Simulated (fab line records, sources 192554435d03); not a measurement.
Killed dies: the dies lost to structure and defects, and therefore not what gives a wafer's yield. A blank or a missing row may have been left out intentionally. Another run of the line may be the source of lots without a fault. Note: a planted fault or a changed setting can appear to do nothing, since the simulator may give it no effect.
fab line records + flow n5-finfet
record
- lots=6
- wafers=18
- last-day=19
route steps=1938 shown BEOL_M13@1696 PASSIVATION@1936
lots that met no fault: from a run of the same line without faults
start-h: the number of hours between the record's first day and the start of the first shown wafer of the lot + wait-h: hours from the lot's prior step to this one + " same as the row above + L1.1+2: a single row standing in for several wafers + - no value, or no start was given + * or withheld: withheld + < > ~ a bound
route shown NAME@n: NAME is a module with steps in the file, n the number in the route of the first one + usual: the fault-free wafers' mean and standard deviation + same: alike in all rows + chamber/n: place in a boat + sites: per-site readings + _std_site: standard deviation across them + _edge_site: the outer-site mean with the inner-site mean subtracted + radius-mm: how far each site lies from the wafer's centre + mask NAME#n: copy n + behind: the last tool/chamber to shape the wafer + hold: why the lot went on hold/how many hours it stayed there/how the hold came to an end + device: the n, p or np transistor that did not switch + end of line: at the end of the route, the tests of the same wafers + step lacking rows: just its recipe + killed: not the wafer's yield, but the dies lost to structure and defects at the first sort + map: shows each die of a wafer: x if killed, . if not, _ if none is there
set.NAME: the setting the step ran with; set.NAME@STEP: the setting that earlier step ran with + model.NAME: the simulator's own value behind a step, which no gauge read
certain route steps with their lots: each step a table, each wafer a row
services: the hour from which a tool's chamber was out of use, counted from the record's first day as start-h (under 0 if before that day), plus the number of hours and why
## steps
# step N5_BEOL_M13_TRENCH_ETCH_34
# recipe
- chemistry=C4F8/O2/Ar
- target=SiOC
- target-depth-a=4134.7
- mask-material=SOC
- pressure-mtorr=30
- source-w=3000
- bias-w=700
- Ar_flow_sccm=400
- C4F8_flow_sccm=15
- O2_flow_sccm=8
- he-inner-torr=15
- he-outer-torr=30
- time-s=162.6
- ion-energy-ev=250
# step N5_BEOL_M13_STRIP_70
# recipe
- chemistry=C4F8/O2/Ar
- resist=SiARC
- rf-frequency-hz=6e+07
# step N5_BEOL_M13_OCD_MEAS_35
# usual
- trench-depth-nm=412/7.4
| lot.wafer | tool   | chamber | start-h | wait-h | trench-depth-nm |
|-----------|--------|---------|---------|--------|-----------------|
| L579.1    | ocd-02 | -       | 266.46  | 0.0    | 425             |
| L579.3    | "      | -       | "       | "      | 416             |
| L579.5    | "      | -       | "       | "      | 423             |
| L585.3    | ocd-02 | -       | 314.19  | 0.0    | 415             |
| L585.5    | "      | -       | "       | "      | 414             |
| L585.6    | "      | -       | "       | "      | 412             |
| L586.1    | ocd-01 | -       | 316.37  | 0.0    | 402             |
| L586.5    | "      | -       | "       | "      | 400             |
| L586.6    | "      | -       | "       | "      | 404             |
| L588.2    | ocd-02 | -       | 349.22  | 0.0    | 416             |
| L588.4    | "      | -       | "       | "      | 409             |
| L588.6    | "      | -       | "       | "      | 416             |
| L596.1    | ocd-01 | -       | 393.95  | 0.0    | 414             |
| L596.3    | "      | -       | "       | "      | 423             |
| L596.5    | "      | -       | "       | "      | 411             |
| L601.3    | ocd-02 | -       | 414.49  | 0.0    | 414             |
| L601.5    | "      | -       | "       | "      | 420             |
| L601.6    | "      | -       | "       | "      | 422             |
# step N5_BEOL_M13_STRIP_37
# recipe
- chemistry=N2/H2
- power-w=1000
- temp-c=250
- h2-frac=0.65
- overash-fraction=0.3
- pressure-mtorr=withheld
- n2-flow-sccm=1750
- h2-flow-sccm=3250
# step N5_BEOL_M13_ETCH_38
# recipe
- chemistry=CF4/N2
- target=SiCN
- target-depth-a=675
- taper-deg=2
- time-s=71.9
- ion-energy-ev=150
- mask-material=SiO2
- pressure-mtorr=40
- source-w=430
- bias-w=70
- Ar_flow_sccm=100
- cf4-flow-sccm=60
- n2-flow-sccm=60
# step N5_BEOL_M13_PRECLEAN_39
# recipe
- chemistry=residue-remover
- time-s=60
- temp-c=40
# step N5_BEOL_M13_SRD_40
# recipe
- time-s=30
- temp-c=23
- rinse-liquid=diw
- dry=n2-spin
- spin-rpm=1500
- dry-time-s=30
# step N5_BEOL_M13_DEGAS_41
# recipe
- ambient=vacuum
- temp-c=250
- time-s=60
# usual
- heater-power-w=337/34
| lot.wafer | tool           | chamber | start-h | wait-h | heater-power-w |
|-----------|----------------|---------|---------|--------|----------------|
| L579.1    | pvd-sputter-03 | -       | 267.83  | 0.3    | 324            |
| L579.3    | "              | -       | "       | "      | 407            |
| L579.5    | "              | -       | "       | "      | 406            |
| L585.3    | pvd-sputter-03 | -       | 317.45  | 0.5    | 398            |
| L585.5    | "              | -       | "       | "      | 334            |
| L585.6    | "              | -       | "       | "      | 391            |
| L586.1    | pvd-sputter-03 | -       | 317.91  | 0.4    | 292            |
| L586.5    | "              | -       | "       | "      | 288            |
| L586.6    | "              | -       | "       | "      | 404            |
| L588.2    | pvd-sputter-03 | -       | 350.42  | 0.2    | 397            |
| L588.4    | "              | -       | "       | "      | 295            |
| L588.6    | "              | -       | "       | "      | 325            |
| L596.1    | pvd-sputter-03 | -       | 397.36  | 1.7    | 321            |
| L596.3    | "              | -       | "       | "      | 302            |
| L596.5    | "              | -       | "       | "      | 322            |
| L601.3    | pvd-sputter-02 | -       | 417.60  | 0.5    | 322            |
| L601.5    | "              | -       | "       | "      | 338            |
| L601.6    | "              | -       | "       | "      | 379            |
# step N5_BEOL_M13_PRE_CLEAN_42
# recipe
- gas=H2/He
- time-s=30
- temp-c=250
# step N5_BEOL_M13_SPUTTER_43
# recipe
- material=TaN
- target-thk-a=150
- temp-c=50
- bias-v=168.6
- power-w=15000
- chamber-pressure-pa=0.12
- time-s=24.19
# usual
- throttle-valve-pct=29.8/0.68
| lot.wafer | tool           | chamber | start-h | wait-h | throttle-valve-pct |
|-----------|----------------|---------|---------|--------|--------------------|
| L579.1    | pvd-sputter-03 | -       | 267.91  | 0.0    | 29.2               |
| L579.3    | "              | -       | "       | "      | 29.7               |
| L579.5    | "              | -       | "       | "      | 29.9               |
| L585.3    | pvd-sputter-03 | -       | 317.53  | 0.0    | 29.8               |
| L585.5    | "              | -       | "       | "      | 29.3               |
| L585.6    | "              | -       | "       | "      | 30.0               |
| L586.1    | pvd-sputter-03 | -       | 317.99  | 0.0    | 30.6               |
| L586.5    | "              | -       | "       | "      | 30.6               |
| L586.6    | "              | -       | "       | "      | 29.9               |
| L588.2    | pvd-sputter-03 | -       | 350.50  | 0.0    | 30.1               |
| L588.4    | "              | -       | "       | "      | 30.6               |
| L588.6    | "              | -       | "       | "      | 29.1               |
| L596.1    | pvd-sputter-03 | -       | 397.44  | 0.0    | 29.1               |
| L596.3    | "              | -       | "       | "      | 30.4               |
| L596.5    | "              | -       | "       | "      | 29.3               |
| L601.3    | pvd-sputter-02 | -       | 417.68  | 0.0    | 30.1               |
| L601.5    | "              | -       | "       | "      | 29.9               |
| L601.6    | "              | -       | "       | "      | 29.8               |
# step N5_BEOL_M13_SPUTTER_44
# recipe
- material=Ta
- target-thk-a=100
- temp-c=50
- bias-v=80
- power-w=15000
- chamber-pressure-pa=0.07
- time-s=16.13
# usual
- throttle-valve-pct=29.7/0.71
| lot.wafer | tool           | chamber | start-h | wait-h | throttle-valve-pct |
|-----------|----------------|---------|---------|--------|--------------------|
| L579.1    | pvd-sputter-03 | -       | 267.99  | 0.0    | 29.5               |
| L579.3    | "              | -       | "       | "      | 29.9               |
| L579.5    | "              | -       | "       | "      | 29.9               |
| L585.3    | pvd-sputter-03 | -       | 317.61  | 0.0    | 30.0               |
| L585.5    | "              | -       | "       | "      | 29.4               |
| L585.6    | "              | -       | "       | "      | 29.9               |
| L586.1    | pvd-sputter-03 | -       | 318.07  | 0.0    | 30.8               |
| L586.5    | "              | -       | "       | "      | 30.6               |
| L586.6    | "              | -       | "       | "      | 29.9               |
| L588.2    | pvd-sputter-03 | -       | 350.58  | 0.0    | 29.6               |
| L588.4    | "              | -       | "       | "      | 30.7               |
| L588.6    | "              | -       | "       | "      | 29.2               |
| L596.1    | pvd-sputter-03 | -       | 397.52  | 0.0    | 29.0               |
| L596.3    | "              | -       | "       | "      | 30.9               |
| L596.5    | "              | -       | "       | "      | 29.2               |
| L601.3    | pvd-sputter-02 | -       | 417.76  | 0.0    | 30.1               |
| L601.5    | "              | -       | "       | "      | 29.9               |
| L601.6    | "              | -       | "       | "      | 29.5               |
# step N5_BEOL_M13_SPUTTER_45
# recipe
- material=Cu
- target-thk-a=800
- temp-c=-20
- bias-v=60
- power-w=26000
- chamber-pressure-pa=0.13
- time-s=13.33
# usual
- throttle-valve-pct=29.8/0.69
| lot.wafer | tool           | chamber | start-h | wait-h | throttle-valve-pct |
|-----------|----------------|---------|---------|--------|--------------------|
| L579.1    | pvd-sputter-03 | -       | 268.07  | 0.0    | 29.4               |
| L579.3    | "              | -       | "       | "      | 29.8               |
| L579.5    | "              | -       | "       | "      | 29.7               |
| L585.3    | pvd-sputter-03 | -       | 317.69  | 0.0    | 30.0               |
| L585.5    | "              | -       | "       | "      | 29.2               |
| L585.6    | "              | -       | "       | "      | 29.8               |
| L586.1    | pvd-sputter-03 | -       | 318.15  | 0.0    | 30.6               |
| L586.5    | "              | -       | "       | "      | 30.6               |
| L586.6    | "              | -       | "       | "      | 30.1               |
| L588.2    | pvd-sputter-03 | -       | 350.66  | 0.0    | 29.6               |
| L588.4    | "              | -       | "       | "      | 30.7               |
| L588.6    | "              | -       | "       | "      | 29.5               |
| L596.1    | pvd-sputter-03 | -       | 397.60  | 0.0    | 29.1               |
| L596.3    | "              | -       | "       | "      | 30.6               |
| L596.5    | "              | -       | "       | "      | 29.1               |
| L601.3    | pvd-sputter-02 | -       | 417.84  | 0.0    | 30.1               |
| L601.5    | "              | -       | "       | "      | 30.2               |
| L601.6    | "              | -       | "       | "      | 29.7               |
# step N5_BEOL_M13_ECD_47
# recipe
- material=Cu
- target-thk-a=9360
| lot.wafer | tool      | chamber | start-h | wait-h | model.Cu_of_BEOL_M13_ECD_47.thk-nm |
|-----------|-----------|---------|---------|--------|------------------------------------|
| L579.1    | ecd-cu-02 | 1       | 268.19  | 0.1    | 927.6                              |
| L579.3    | "         | 1       | "       | "      | 942                                |
| L579.5    | "         | 1       | "       | "      | 934.8                              |
| L585.3    | ecd-cu-02 | 0       | 317.85  | 0.1    | 929                                |
| L585.5    | "         | 1       | "       | "      | 934.2                              |
| L585.6    | "         | 0       | "       | "      | 936.8                              |
| L586.1    | ecd-cu-02 | 0       | 318.27  | 0.1    | 941                                |
| L586.5    | "         | 1       | "       | "      | 1203                               |
| L586.6    | "         | 0       | "       | "      | 1195                               |
| L588.2    | ecd-cu-02 | 0       | 350.77  | 0.1    | 918.2                              |
| L588.4    | "         | 0       | "       | "      | 933.4                              |
| L588.6    | "         | 0       | "       | "      | 1214                               |
| L596.1    | ecd-cu-01 | 1       | 397.71  | 0.1    | 947.8                              |
| L596.3    | "         | 1       | "       | "      | 941.2                              |
| L596.5    | "         | 0       | "       | "      | 941                                |
| L601.3    | ecd-cu-01 | 0       | 418.00  | 0.1    | 958.8                              |
| L601.5    | "         | 1       | "       | "      | 946.4                              |
| L601.6    | "         | 0       | "       | "      | 947.4                              |
# step N5_BEOL_M13_ANNEAL_48
# recipe
- temp-c=225
- time-s=90
- ambient=N2
# usual
- wafer_temp_C_max=226.2/0.34
| lot.wafer | tool          | chamber | start-h | wait-h | wafer_temp_C_max |
|-----------|---------------|---------|---------|--------|------------------|
| L579.1    | rtp-anneal-02 | 0       | 268.36  | 0.1    | 226.3            |
| L579.3    | "             | 0       | "       | "      | 226.6            |
| L579.5    | "             | 0       | "       | "      | 227.1            |
| L585.3    | rtp-anneal-02 | 0       | 318.06  | 0.2    | 226.4            |
| L585.5    | "             | 0       | "       | "      | 226.2            |
| L585.6    | "             | 0       | "       | "      | 226.5            |
| L586.1    | rtp-anneal-02 | 0       | 318.90  | 0.6    | 226.4            |
| L586.5    | "             | 0       | "       | "      | 226.3            |
| L586.6    | "             | 0       | "       | "      | 226.1            |
| L588.2    | rtp-anneal-01 | 0       | 351.79  | 1.0    | 226.3            |
| L588.4    | "             | 0       | "       | "      | 226.8            |
| L588.6    | "             | 0       | "       | "      | 226.2            |
| L596.1    | rtp-anneal-01 | 0       | 397.88  | 0.1    | 226.2            |
| L596.3    | "             | 0       | "       | "      | 226.0            |
| L596.5    | "             | 0       | "       | "      | 225.9            |
| L601.3    | rtp-anneal-02 | 0       | 418.21  | 0.2    | 226.8            |
| L601.5    | "             | 0       | "       | "      | 226.5            |
| L601.6    | "             | 0       | "       | "      | 226.4            |
# step N5_PASSIVATION_PROBE_49
# usual
- defect-limited-yield=91.3/1.4
- killed_at_M0_to_M3=34/10
- killed_at_M4_up=14/5.5
- killed-at-contacts=12/6
- killed-at-front-end=40/10
- killed-at-other=3.0/2.4
- killed-dies=103/17
- killed-open=68/13
- killed-short=34/7.8
- sort_bin_5_function=5.1/0.97
- sort_bin_6_memory=3.3/0.66
- sort_bin_8_speed=0.02/0.12
- sort-n-pass=1077/17
- sort-yield-pct=91.2/1.4
# same
- gross-dies=1180
- killed-at-back-side=0
- sort_bin_4_leakage[%]=0
| lot.wafer | tool      | chamber | start-h | wait-h | defect-limited-yield[%] | killed_at_M0_to_M3 | killed_at_M4_up | killed-at-contacts | killed-at-front-end | killed-at-other | killed-dies | killed-open | killed-short | sort_bin_5_function[%] | sort_bin_6_memory[%] | sort_bin_8_speed[%] | sort-n-pass | sort-yield-pct[%] |
|-----------|-----------|---------|---------|--------|-------------------------|--------------------|-----------------|--------------------|---------------------|-----------------|-------------|-------------|--------------|------------------------|----------------------|---------------------|-------------|-------------------|
| L596.1    | prober-02 | -       | 434.67  | 0.0    | 91.4                    | 21                 | 20              | 13                 | 37                  | 10              | 101         | 59          | 41           | 5.5                    | 2.5                  | 0                   | 1079        | 91.4              |
| L596.3    | prober-02 | -       | 434.77  | 0.1    | 93.6                    | 24                 | 10              | 9                  | 26                  | 6               | 75          | 47          | 28           | 4.0                    | 2.2                  | 0                   | 1105        | 93.6              |
| L596.5    | prober-02 | -       | 434.87  | 0.2    | 92.5                    | 31                 | 18              | 11                 | 26                  | 2               | 88          | 44          | 41           | 4.3                    | 2.5                  | 0                   | 1092        | 92.5              |
# killed by level:class
L596.1 FIN_SAQP:geometric-particle:short=12 MOL_CONTACT_COAG:geometric-particle:open=10 BEOL_M3:geometric-particle:open=8 GATE_CUT:geometric-particle:short=7 BEOL_M4:geometric-particle:open=6 FIN_SAQP:geometric-particle:open=5 BEOL_M3:geometric-particle:short=3 STI_FIN_REVEAL:geometric-particle:open=3
L596.3 MOL_CONTACT_COAG:geometric-particle:open=8 BEOL_M0_SAQP:geometric-particle:open=8 FIN_SAQP:geometric-particle:short=6 FIN_SAQP:geometric-particle:open=5 BEOL_M0_SAQP:geometric-particle:short=5 STI_FIN_REVEAL:geometric-particle:open=4 BEOL_M3:geometric-particle:open=4 BEOL_M4:geometric-particle:open=4
L596.5 BEOL_M0_SAQP:geometric-particle:short=12 MOL_CONTACT_COAG:geometric-particle:open=7 GATE_CUT:geometric-particle:short=6 BEOL_M2:geometric-particle:open=6 BEOL_M4:geometric-particle:short=5 FIN_SAQP:geometric-particle:short=4 GATE_CUT:geometric-particle:open=4 MOL_CONTACT_COAG:geometric-particle:short=4
## services
| tool           | chamber | start-h | hours | kind   |
|----------------|---------|---------|-------|--------|
| ecd-cu-02      | -       | 256.43  | 1.5   | repair |
| rtp-anneal-01  | -       | 324.70  | 5.2   | pm     |
| pvd-sputter-02 | -       | 351.20  | 11.7  | repair |
| ecd-cu-02      | -       | 352.83  | 0.2   | repair |
| pvd-sputter-03 | -       | 378.22  | 3.7   | repair |
## key
first-sign none at tools or gauges
model-effect
- step=N5_BEOL_M13_ECD_47
- value=Cu_of_BEOL_M13_ECD_47.thk-nm
- without=928.9
- struck=1204
met-at N5_BEOL_M13_ECD_47
struck-wafers L586.5,L586.6,L588.6
onset-between 317.85 318.27
fault
- kind=process-parameter-drift
- tool=ecd-cu-02
- chamber=-
- onset-h=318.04
- steps=N5_BEOL_M13_ECD_47
- channel=target-thk-a
- offset=*
- shape=step
- end-h=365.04
- scope=struck-wafers-only
- acts-in=*
- stated=*
